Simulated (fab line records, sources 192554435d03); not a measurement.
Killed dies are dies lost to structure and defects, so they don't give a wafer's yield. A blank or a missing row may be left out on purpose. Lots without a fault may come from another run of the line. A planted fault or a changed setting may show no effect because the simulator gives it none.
Split-lot experiment | flow n5_finfet | 7 lots, 39 wafers read, on a route of 1938 steps

THE SPLIT
At N5_DUMMY_GATE_ALD_02 (deposits SiO2, target thk 2 nm, pulse time 1 s), the setting target_thk_a was moved away from the recipe's 20 angstrom on 15 of the 39 wafers read, by -29.9% to +57.1%. The other wafers ran this setting at the recipe's value.

FROM THE SPLIT TO THE READING: what the file shows between them, 4 steps
- N5_DUMMY_GATE_CVD_03: deposits a-Si from SiH4, target thk 150 nm, time 8042 s
- N5_DUMMY_GATE_PRECLEAN_46: cleans in DIW, time 89.5 s
- N5_DUMMY_GATE_ETCH_32: etches SiO2 in CF4, target depth 3.5 nm, time 3.9 s
- N5_DUMMY_GATE_ETCH_23: etches poly-Si in HBr/Cl2/O2, target depth 41 nm, time 22.3 s

THE READING
SiO2_of_DUMMY_GATE_ALD_02.thk_nm (the simulator's own value, which no gauge read), in nm, at N5_DUMMY_GATE_ETCH_44 (etches poly-Si in HBr/O2, stops on SiO2, target depth 127.5 nm). The file gives no usual value for it.

wafer  | tool, chamber at the split | target_thk_a as run, angstrom | against the recipe | SiO2_of_DUMMY_GATE_ALD_02.thk_nm, nm | against lot-mates on the recipe
L075.1 | ald_sin-02, 0,2,3,1,3,2    | 20                            | recipe             | 2                                    | -
L075.2 | ald_sin-02, 0,2,3,1,3,2    | 20                            | recipe             | 2                                    | -
L075.3 | ald_sin-02, 0,2,3,1,3,2    | 20                            | recipe             | 2                                    | -
L075.4 | ald_sin-02, 0,2,3,1,3,2    | 20                            | recipe             | 2                                    | -
L075.5 | ald_sin-02, 0,2,3,1,3,2    | 20                            | recipe             | 2                                    | -
L075.6 | ald_sin-02, 0,2,3,1,3,2    | 20                            | recipe             | 2                                    | -
L082.1 | ald_sin-04, 0,1,0          | 14.01                         | -29.9%             | 1.4                                  | -0.6
L082.2 | ald_sin-04, 0,1,0          | 14.01                         | -29.9%             | 1.4                                  | -0.6
L082.6 | ald_sin-04, 0,1,0          | 14.01                         | -29.9%             | 1.4                                  | -0.6
L082.3 | ald_sin-04, 3,3,1          | 20                            | recipe             | 2                                    | -
L082.4 | ald_sin-04, 3,3,1          | 20                            | recipe             | 2                                    | -
L082.5 | ald_sin-04, 3,3,1          | 20                            | recipe             | 2                                    | -
L084.1 | ald_sin-01, 3,1,0          | 24.57                         | +22.8%             | 2.4                                  | +0.4
L084.2 | ald_sin-01, 3,1,0          | 24.57                         | +22.8%             | 2.4                                  | +0.4
L084.5 | ald_sin-01, 3,1,0          | 24.57                         | +22.8%             | 2.4                                  | +0.4
L084.3 | ald_sin-01, 2,0,1          | 20                            | recipe             | 2                                    | -
L084.4 | ald_sin-01, 2,0,1          | 20                            | recipe             | 2                                    | -
L084.6 | ald_sin-01, 2,0,1          | 20                            | recipe             | 2                                    | -
L087.1 | ald_sin-02, 0,2,3          | 20                            | recipe             | 2                                    | -
L087.2 | ald_sin-02, 0,2,3          | 20                            | recipe             | 2                                    | -
L087.4 | ald_sin-02, 0,2,3          | 20                            | recipe             | 2                                    | -
L087.3 | ald_sin-02, 1,0,1          | 31.43                         | +57.1%             | 3.2                                  | +1.2
L087.5 | ald_sin-02, 1,0,1          | 31.43                         | +57.1%             | 3.2                                  | +1.2
L087.6 | ald_sin-02, 1,0,1          | 31.43                         | +57.1%             | 3.2                                  | +1.2
L091.1 | ald_sin-02, 1,2,0          | 20                            | recipe             | 2                                    | -
L091.2 | ald_sin-02, 1,2,0          | 20                            | recipe             | 2                                    | -
L091.4 | ald_sin-02, 1,2,0          | 20                            | recipe             | 2                                    | -
L091.3 | ald_sin-02, 3,0,3          | 15.03                         | -24.9%             | 1.4                                  | -0.6
L091.6 | ald_sin-02, 3,0,3          | 15.03                         | -24.9%             | 1.4                                  | -0.6
L091.5 | ald_sin-02, 3,0,3          | 15.03                         | -24.9%             | 1.6                                  | -0.4
L094.3 | ald_sin-02, 3,2,3          | 20                            | recipe             | 2                                    | -
L094.4 | ald_sin-02, 3,2,3          | 20                            | recipe             | 2                                    | -
L094.5 | ald_sin-02, 3,2,3          | 20                            | recipe             | 2                                    | -
L096.1 | ald_sin-02, 2,3,1          | 20                            | recipe             | 2                                    | -
L096.2 | ald_sin-02, 2,3,1          | 20                            | recipe             | 2                                    | -
L096.5 | ald_sin-02, 2,3,1          | 20                            | recipe             | 2                                    | -
L096.3 | ald_sin-02, 0,1,2          | 23.82                         | +19.1%             | 2.4                                  | +0.4
L096.4 | ald_sin-02, 0,1,2          | 23.82                         | +19.1%             | 2.4                                  | +0.4
L096.6 | ald_sin-02, 0,1,2          | 23.82                         | +19.1%             | 2.4                                  | +0.4
Where a row lists several chambers, the file gives one row for several wafers and doesn't say which wafer went through which chamber.

THE FIT
A straight line over all 39 wafers: SiO2_of_DUMMY_GATE_ALD_02.thk_nm changes by +0.0206 nm for each +1% of target_thk_a; r = +1.00; the points scatter about the line by 0.035 nm.
The same after taking each lot's own level away (the mean of its wafers on the recipe; 39 wafers): +0.0206 nm for each +1%; r = +1.00; scatter 0.035 nm.
On that fit, the largest move of target_thk_a shifts the reading by 1.2 nm.
The lots' own levels span 2.00 to 2.00 nm.
So the lot-to-lot level changes the slope little: the two slopes agree.
Check: with one of the wafers moved furthest among these (+57.1%) left out of the fit, the line predicts +1.17 nm for it against its lot-mates. It came out at +1.2 nm against them.

OTHER SPLITS ON THESE WAFERS
These wafers also went through other splits before the reading. Each is held against what the fit with the lots' levels taken away leaves over:
other split on the same wafers | wafers away from the commonest value | r with SiO2_of_DUMMY_GATE_ALD_02.thk_nm (lot level and that fit taken away)
N5_FIN_SAQP_HM_DEP_03 time_s   | 12                                   | +0.23

THE WHOLE CHAIN: every reading that the file lists as answering this split, in the file's order
step                  | what it does                                                   | reading                                                                           | change (the file's fit)                | r (the file's)
N5_DUMMY_GATE_ALD_02  | deposits SiO2, target thk 2 nm, pulse time 1 s                 | SiO2_of_DUMMY_GATE_ALD_02.thk_nm (the simulator's own value, which no gauge read) | +0.02 nm for each +1% of the setting   | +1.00
N5_DUMMY_GATE_ETCH_44 | etches poly-Si in HBr/O2, stops on SiO2, target depth 127.5 nm | SiO2_of_DUMMY_GATE_ALD_02.thk_nm (the simulator's own value, which no gauge read) | +0.0206 nm for each +1% of the setting | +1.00

THE FILE'S OWN FIT
SiO2_of_DUMMY_GATE_ALD_02.thk_nm changes by +0.0206 nm for each +1% of target_thk_a, r = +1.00.
